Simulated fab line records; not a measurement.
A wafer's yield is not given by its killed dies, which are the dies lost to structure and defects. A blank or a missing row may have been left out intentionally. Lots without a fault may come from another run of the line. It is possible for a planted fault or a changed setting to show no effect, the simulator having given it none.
A lot that was struck, set against a sound lot | flow nand-harc | 17 out of 1159 route steps
Sound: the wafers L992.3, L992.4, L992.5. Struck: wafer L997.4 (left out: L997.2, L997.3 of the same lot, which were not struck); the cause appears at the end.
At each step with rows: each side's tool, then ch and its chambers, then its first start. Under that, the readings that differ: sound wafers | struck wafers | difference of the means | sigmas: that difference in standard deviations of wafers without a fault.
alike: readings whose means differ by less than 2 such deviations, and words and numbers that are the same on both sides. not compared: withheld readings, readings that some wafer has no value for, bounds like >300 that may hide the same value, and numbers for which the record gives no deviation and whose values overlap.
A row with sigmas, a row that says differs or no value, or rows on one side alone: a step with any of these is where the two part. Non-overlapping numbers with no deviation appear without sigmas and do not part them. A reading missing from all wafers of one side parts the sides only when that side holds two or more wafers.

NHARC_P_M2_INSPECT_11:
  sound: defect-inspect-02 at day 6 22:29; struck: defect-inspect-01 at day 8 06:35
  alike: raw-defect-count
then, 2 steps without rows for these wafers: NHARC_P_M2_DESCUM_14 (chemistry O2, time 3 s); NHARC_P_M2_ETCH_35 (etches the open film in N2/H2, target depth 40 nm, overetch 12 nm, time 43.94 s).
NHARC_P_M2_ETCH_15: etches the open film in C4F8/Ar, target depth 182.5 nm, time 91.2 s.
  sound: rie-diel-08 ch 0,3; struck: rie-diel-08 ch 3
  alike: oes-product-au, rf-vpp-V
  not compared: rf-hours-counter-h
NHARC_P_M2_CD_MEAS_16:
  sound: cd-sem-03 at day 6 23:02; struck: cd-sem-03 at day 8 07:00
  alike: cd-nm
NHARC_P_M2_STRIP_18: strips in N2/H2.
  sound on rie-diel-08 ch 0,1, day 6 23:06; struck on rie-diel-08 ch 0, day 8 07:04
  alike: drypump-motor-current-A, oes-product-au, rf-vpp-V, showerhead-plenum-p-Torr, throttle-valve-pct
  not compared: rf-hours-counter-h
then, 2 steps without rows for these wafers: NHARC_P_M2_ETCH_28 (etches the open film in CF4/N2, target depth 30 nm, time 72.99 s); NHARC_P_M2_STRIP_19 (strips in post etch residue remover, time 600 s).
NHARC_P_M2_DEGAS_29: time 60 s.
  sound: pvd-sputter-02 at day 6 23:44; struck: pvd-sputter-03 at day 8 07:43
  reading            | sound       | struck | difference | sigmas
  heater-power-w (W) | 384 431 432 | 332    | -84        | -2
NHARC_P_M2_PRE_CLEAN_30: time 30 s.
  sound on pvd-sputter-02; struck on pvd-sputter-03
  alike: heater-power-w
NHARC_P_M2_PVD_20: deposits TaN, target thk 5 nm, time 8.06 s.
  sound on pvd-sputter-02; struck on pvd-sputter-03
  alike: cathode-dc-power-W, throttle-valve-pct
then, 1 step without rows for these wafers: NHARC_P_M2_PVD_21 (deposits Cu, target thk 30 nm, time 20.49 s).
NHARC_P_M2_ECD_22: material Cu, target thk 400 nm.
  sound on ecd-cu-02 ch 0,1, day 7 00:11; struck on ecd-cu-02 ch 0,1, day 8 08:04
then, 1 step without rows for these wafers: NHARC_P_M2_ANNEAL_31 (time 90 s).
NHARC_P_M2_CMP_23: polishes, t overpolish 20 s, target thk 144.3 nm.
  sound on cmp-02 ch 0,1,2, day 7 00:49; struck on cmp-02 ch 0, day 8 08:49
  reading                | sound          | struck | difference | sigmas
  time-to-endpoint-s (s) | 28.4 26.8 23.1 | 15.4   | -10.7      | -5
  alike: motor-current-A
NHARC_P_M2_THK_MEAS_24: measures by xrf.
  sound: film-metro-01 at day 7 01:08; struck: film-metro-02 at day 8 09:06
  alike: thk-nm
then, 1 step without rows for these wafers: NHARC_END_SORT_01.

== WHERE THEY PART ==
Last at NHARC_P_M2_CMP_23 as far as this record goes, first at NHARC_P_M2_DEGAS_29. Later steps at which nothing parts them and some readings are alike: NHARC_P_M2_THK_MEAS_24.

WHY: what the simulator had put in
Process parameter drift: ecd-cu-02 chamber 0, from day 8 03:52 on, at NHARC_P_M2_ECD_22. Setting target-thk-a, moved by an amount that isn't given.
